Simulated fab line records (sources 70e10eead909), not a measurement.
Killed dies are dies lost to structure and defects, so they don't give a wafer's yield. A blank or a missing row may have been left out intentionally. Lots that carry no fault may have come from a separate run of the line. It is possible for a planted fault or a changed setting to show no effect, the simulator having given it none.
A lot that was struck, set against a sound lot + flow nandHarc + 15 steps out of a route of 1159
Sound: the wafers L701.1, L701.3, L701.6. Struck: wafers L712.2, L712.6. (L712.5 of the same lot was not struck and is left out.) The cause comes at the end.
Order at every step that has rows: each side's tool, ch and its chambers, its first start. Under that, the readings that differ: sound wafers + struck wafers + difference of the means + sigmas: that difference in standard deviations of wafers without a fault.
alike: words and numbers the same on both sides, and readings whose means are apart by under 2 such deviations; not compared: readings that were withheld, readings missing a value for some wafer, numbers with overlapping values and no deviation given by the record, and bounds like >300 which may hide the same value.
Wherever a step has rows on one side only, a row that says differs or no value, or a row with sigmas, the two part there. Numbers that have no deviation but don't overlap get no sigmas and don't part them. A reading missing from all wafers of one side parts the sides only when that side holds two or more wafers.

first, 1 step without rows for these wafers: NHARC_A_ONON_D1_DEP_00 (target thk 1000 nm).
NHARC_A_ONON_D1_THK_MEAS_02: measures by ellipsometry.
  sound on filmMetro-01, day 8 06:24; struck on filmMetro-01, day 10 13:35
  alike: thkNm
then NHARC_A_ONON_D1_DEP_03 (target thk 1000 nm), 1 step lacking rows for these wafers.
NHARC_A_ONON_D1_THK_MEAS_05: measures by ellipsometry.
  sound on filmMetro-02, day 8 06:58; struck on filmMetro-01, day 10 14:10
  alike: thkNm
then NHARC_A_ONON_D1_DEP_06 (target thk 1000 nm), 1 step lacking rows for these wafers.
NHARC_A_ONON_D1_THK_MEAS_08: measures by ellipsometry.
  sound on filmMetro-01, day 8 07:32; struck on filmMetro-02, day 10 14:43
  alike: thkNm
then NHARC_A_ONON_D1_DEP_09 (target thk 1000 nm), 1 step lacking rows for these wafers.
NHARC_A_ONON_D1_THK_MEAS_11: measures by ellipsometry.
  sound on filmMetro-01, day 8 08:10; struck on filmMetro-01, day 10 15:17
| reading    | sound          | struck  | difference | sigmas |
|------------|----------------|---------|------------|--------|
| thkNm (nm) | 1017 1019 1016 | 996 996 | -21        | -2     |
then NHARC_A_ONON_D1_DEP_12 (target thk 1000 nm), 1 step lacking rows for these wafers.
NHARC_A_ONON_D1_THK_MEAS_14: measures by ellipsometry.
  sound on filmMetro-01, day 8 08:44; struck on filmMetro-02, day 10 15:52
  alike: thkNm
then, 1 step without rows for these wafers: NHARC_A_ONON_D1_ANNEAL_15 (time 3600 s).
NHARC_A_ONON_D1_DEP_16: target thk 1000 nm.
  sound on pecvdOnon-02 ch 0, day 8 19:50; struck on pecvdOnon-02 ch 0, day 10 22:30
  alike: susceptorTempC
NHARC_A_ONON_D1_THK_MEAS_18: measures by ellipsometry.
  sound on filmMetro-02, day 8 20:20; struck on filmMetro-02, day 10 22:58
| reading    | sound       | struck  | difference | sigmas |
|------------|-------------|---------|------------|--------|
| thkNm (nm) | 982 984 983 | 922 921 | -62        | -6     |
then NHARC_A_ONON_D1_DEP_19 (target thk 1000 nm), 1 step lacking rows for these wafers.
-- break in the record here, with 11 days between the starts of the struck wafers on either side (left off in module A_ONON_D1, picked up again in module END, where the first step shown is number 1159 on the route) --
NHARC_END_SORT_01:
  only the struck wafers appear in the record here, on prober-02 ch 0 at day 22 03:39; the sound ones have no rows

WHERE THEY PART
Last at NHARC_END_SORT_01 as far as this record goes, first at NHARC_A_ONON_D1_THK_MEAS_11.

WHY: what had been put in by the simulator
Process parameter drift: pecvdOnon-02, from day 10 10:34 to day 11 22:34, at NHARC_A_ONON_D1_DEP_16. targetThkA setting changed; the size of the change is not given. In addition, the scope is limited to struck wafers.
